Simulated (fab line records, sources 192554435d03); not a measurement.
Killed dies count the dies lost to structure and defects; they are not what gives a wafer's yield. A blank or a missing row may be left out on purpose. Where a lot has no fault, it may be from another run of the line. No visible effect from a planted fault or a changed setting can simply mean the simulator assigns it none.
Which tool was responsible? || flow n5 finfet || Sampling: 12 lots, 34 wafers, 3 of 1938 route steps

## WHAT EACH GAUGE READ, for each wafer
N5_BEOL_M11_INSPECT_30: inspects for defects (brightfield). Usual: raw defect count 420, standard deviation 98.
{"lot": "L813", "measured": "day 11 05:53", "on": "defect inspect-02", "raw defect count": "315 376 408", "flag": ""}
{"lot": "L814", "measured": "day 11 16:55", "on": "defect inspect-01", "raw defect count": "338 660 551", "flag": ""}
{"lot": "L815", "measured": "day 12 02:58", "on": "defect inspect-02", "raw defect count": "370 531 502", "flag": ""}
{"lot": "L817", "measured": "day 12 17:23", "on": "defect inspect-01", "raw defect count": "503 413 315", "flag": ""}
{"lot": "L819", "measured": "day 13 13:49", "on": "defect inspect-02", "raw defect count": "304 313 388", "flag": ""}
{"lot": "L818", "measured": "day 14 00:21", "on": "defect inspect-01", "raw defect count": "646 375 383", "flag": ""}
{"lot": "L821", "measured": "day 14 03:40", "on": "defect inspect-01", "raw defect count": "367 357 591", "flag": ""}
{"lot": "L823", "measured": "day 14 13:26", "on": "defect inspect-01", "raw defect count": "479 525", "flag": ""}
{"lot": "L820", "measured": "day 14 17:25", "on": "defect inspect-02", "raw defect count": "468 502", "flag": ""}
{"lot": "L832", "measured": "day 16 14:31", "on": "defect inspect-01", "raw defect count": "412 456 417", "flag": ""}
{"lot": "L831", "measured": "day 16 21:07", "on": "defect inspect-02", "raw defect count": "404 497 416", "flag": ""}
{"lot": "L833", "measured": "day 17 01:52", "on": "defect inspect-02", "raw defect count": "470 328 418", "flag": ""}

N5_BEOL_M11_CD_MEAS_35: the cd target is 70 nm. Usual: cd nm 70.3 nm, standard deviation 0.69.
{"lot": "L813", "measured": "day 11 06:35", "on": "cd sem-03", "cd nm (nm)": "70.6 70.2 70.1", "flag": ""}
{"lot": "L814", "measured": "day 11 17:36", "on": "cd sem-02", "cd nm (nm)": "70.3 70.3 69.8", "flag": ""}
{"lot": "L815", "measured": "day 12 03:39", "on": "cd sem-02", "cd nm (nm)": "70.9 70.8 71.2", "flag": ""}
{"lot": "L817", "measured": "day 12 18:10", "on": "cd sem-01", "cd nm (nm)": "71.0 70.4 70.2", "flag": ""}
{"lot": "L819", "measured": "day 13 14:33", "on": "cd sem-03", "cd nm (nm)": "71.6 71.3 70.8", "flag": ""}
{"lot": "L818", "measured": "day 14 01:02", "on": "cd sem-01", "cd nm (nm)": "69.7 70.5 71.2", "flag": ""}
{"lot": "L821", "measured": "day 14 04:21", "on": "cd sem-02", "cd nm (nm)": "69.3 70.3 69.9", "flag": ""}
{"lot": "L823", "measured": "day 14 14:07", "on": "cd sem-01", "cd nm (nm)": "69.7 70.1", "flag": ""}
{"lot": "L820", "measured": "day 14 18:07", "on": "cd sem-02", "cd nm (nm)": "68.5 69.4", "flag": ""}
{"lot": "L832", "measured": "day 16 15:23", "on": "cd sem-02", "cd nm (nm)": "70.4 70.2 70.7", "flag": ""}
{"lot": "L831", "measured": "day 16 22:02", "on": "cd sem-03", "cd nm (nm)": "71.5 69.5 69.4", "flag": ""}
{"lot": "L833", "measured": "day 17 02:32", "on": "cd sem-01", "cd nm (nm)": "70.3 69.6 69.4", "flag": ""}

## WHICH TOOL RAN EACH LOT (tool, then ch and the chambers of the sampled wafers, then the start)
{"lot": "L813", "N5_BEOL_M11_ETCH_66": "rie diel-03 ch 1,2,3, day 11 06:01"}
{"lot": "L814", "N5_BEOL_M11_ETCH_66": "rie diel-03 ch 1,2, day 11 17:02"}
{"lot": "L815", "N5_BEOL_M11_ETCH_66": "rie diel-04 ch 0,1,3, day 12 03:05"}
{"lot": "L817", "N5_BEOL_M11_ETCH_66": "rie diel-03 ch 0,1,3, day 12 17:36"}
{"lot": "L819", "N5_BEOL_M11_ETCH_66": "rie diel-03 ch 0,2, day 13 13:59"}
{"lot": "L818", "N5_BEOL_M11_ETCH_66": "rie diel-01 ch 0,2,3, day 14 00:28"}
{"lot": "L821", "N5_BEOL_M11_ETCH_66": "rie diel-03 ch 1,2,3, day 14 03:47"}
{"lot": "L823", "N5_BEOL_M11_ETCH_66": "rie diel-01 ch 3, day 14 13:33"}
{"lot": "L820", "N5_BEOL_M11_ETCH_66": "rie diel-03 ch 0,1, day 14 17:35"}
{"lot": "L832", "N5_BEOL_M11_ETCH_66": "rie diel-04 ch 1,2, day 16 14:50"}
{"lot": "L831", "N5_BEOL_M11_ETCH_66": "rie diel-01 ch 0,2, day 16 21:17"}
{"lot": "L833", "N5_BEOL_M11_ETCH_66": "rie diel-04 ch 0,3, day 17 01:59"}
- N5_BEOL_M11_ETCH_66: etches SOC in N2/H2, target depth 120 nm, overetch 24 nm, time 180 s.

## AS READ BY THE TOOLS THEMSELVES (means over the sampled wafers that have a number; for cases with no such wafer, the mark the record gives instead)
N5_BEOL_M11_ETCH_66. Usual: drypump motor current A 5.9 A, standard deviation 0.7; oes product au 0.61 a.u., standard deviation 0.041; rf vpp V 523.2 V, standard deviation 2.1; showerhead plenum p Torr 2.52 Torr, standard deviation 0.074; throttle valve pct 17.73 %, standard deviation 0.22.
{"lot": "L813", "tool": "rie diel-03", "drypump motor current A (A)": 6.1, "oes product au (a.u.)": 0.61, "rf vpp V (V)": 523.2, "showerhead plenum p Torr (Torr)": 2.50, "throttle valve pct (%)": 17.72, "flag": ""}
{"lot": "L814", "tool": "rie diel-03", "drypump motor current A (A)": 6.2, "oes product au (a.u.)": 0.62, "rf vpp V (V)": 522.4, "showerhead plenum p Torr (Torr)": 2.46, "throttle valve pct (%)": 17.71, "flag": ""}
{"lot": "L815", "tool": "rie diel-04", "drypump motor current A (A)": 5.6, "oes product au (a.u.)": 0.60, "rf vpp V (V)": 524.3, "showerhead plenum p Torr (Torr)": 2.58, "throttle valve pct (%)": 17.81, "flag": ""}
{"lot": "L817", "tool": "rie diel-03", "drypump motor current A (A)": 6.1, "oes product au (a.u.)": 0.62, "rf vpp V (V)": 523.9, "showerhead plenum p Torr (Torr)": 2.55, "throttle valve pct (%)": 17.67, "flag": ""}
{"lot": "L819", "tool": "rie diel-03", "drypump motor current A (A)": 6.5, "oes product au (a.u.)": 0.62, "rf vpp V (V)": 524.0, "showerhead plenum p Torr (Torr)": 2.50, "throttle valve pct (%)": 17.80, "flag": ""}
{"lot": "L818", "tool": "rie diel-01", "drypump motor current A (A)": 5.7, "oes product au (a.u.)": 0.62, "rf vpp V (V)": 522.8, "showerhead plenum p Torr (Torr)": 2.51, "throttle valve pct (%)": 17.75, "flag": ""}
{"lot": "L821", "tool": "rie diel-03", "drypump motor current A (A)": 6.2, "oes product au (a.u.)": 0.61, "rf vpp V (V)": 522.9, "showerhead plenum p Torr (Torr)": 2.49, "throttle valve pct (%)": 17.75, "flag": ""}
{"lot": "L823", "tool": "rie diel-01", "drypump motor current A (A)": 6.4, "oes product au (a.u.)": 0.67, "rf vpp V (V)": 522.4, "showerhead plenum p Torr (Torr)": 2.47, "throttle valve pct (%)": 17.77, "flag": ""}
{"lot": "L820", "tool": "rie diel-03", "drypump motor current A (A)": 5.8, "oes product au (a.u.)": 0.64, "rf vpp V (V)": 524.5, "showerhead plenum p Torr (Torr)": 2.55, "throttle valve pct (%)": 17.51, "flag": ""}
{"lot": "L832", "tool": "rie diel-04", "drypump motor current A (A)": 5.3, "oes product au (a.u.)": 0.60, "rf vpp V (V)": 523.7, "showerhead plenum p Torr (Torr)": 2.58, "throttle valve pct (%)": 17.72, "flag": ""}
{"lot": "L831", "tool": "rie diel-01", "drypump motor current A (A)": 5.5, "oes product au (a.u.)": 0.59, "rf vpp V (V)": 523.2, "showerhead plenum p Torr (Torr)": 2.52, "throttle valve pct (%)": 17.81, "flag": ""}
{"lot": "L833", "tool": "rie diel-04", "drypump motor current A (A)": 6.3, "oes product au (a.u.)": 0.60, "rf vpp V (V)": 522.0, "showerhead plenum p Torr (Torr)": 2.51, "throttle valve pct (%)": 17.84, "flag": ""}

## THE ANSWER, worked out from the rows above alone
Rule: lot off if the mean of its wafers having a number is beyond 3 standard deviations from the usual mean. A lot without any number at a reading at which 4 lots or more have one is off too. Where the step has rows for the other lots, those lots are counted as sound. First the gauges in route order, then the tools' own readings, where a lot's mean is used as printed above. At the first step where some lot is off, the reading lying furthest off is the one used; lots without a number count as furthest.
No lot is off at any reading shown: from this, nothing can be told.

## WHAT THE SIMULATOR PUT IN
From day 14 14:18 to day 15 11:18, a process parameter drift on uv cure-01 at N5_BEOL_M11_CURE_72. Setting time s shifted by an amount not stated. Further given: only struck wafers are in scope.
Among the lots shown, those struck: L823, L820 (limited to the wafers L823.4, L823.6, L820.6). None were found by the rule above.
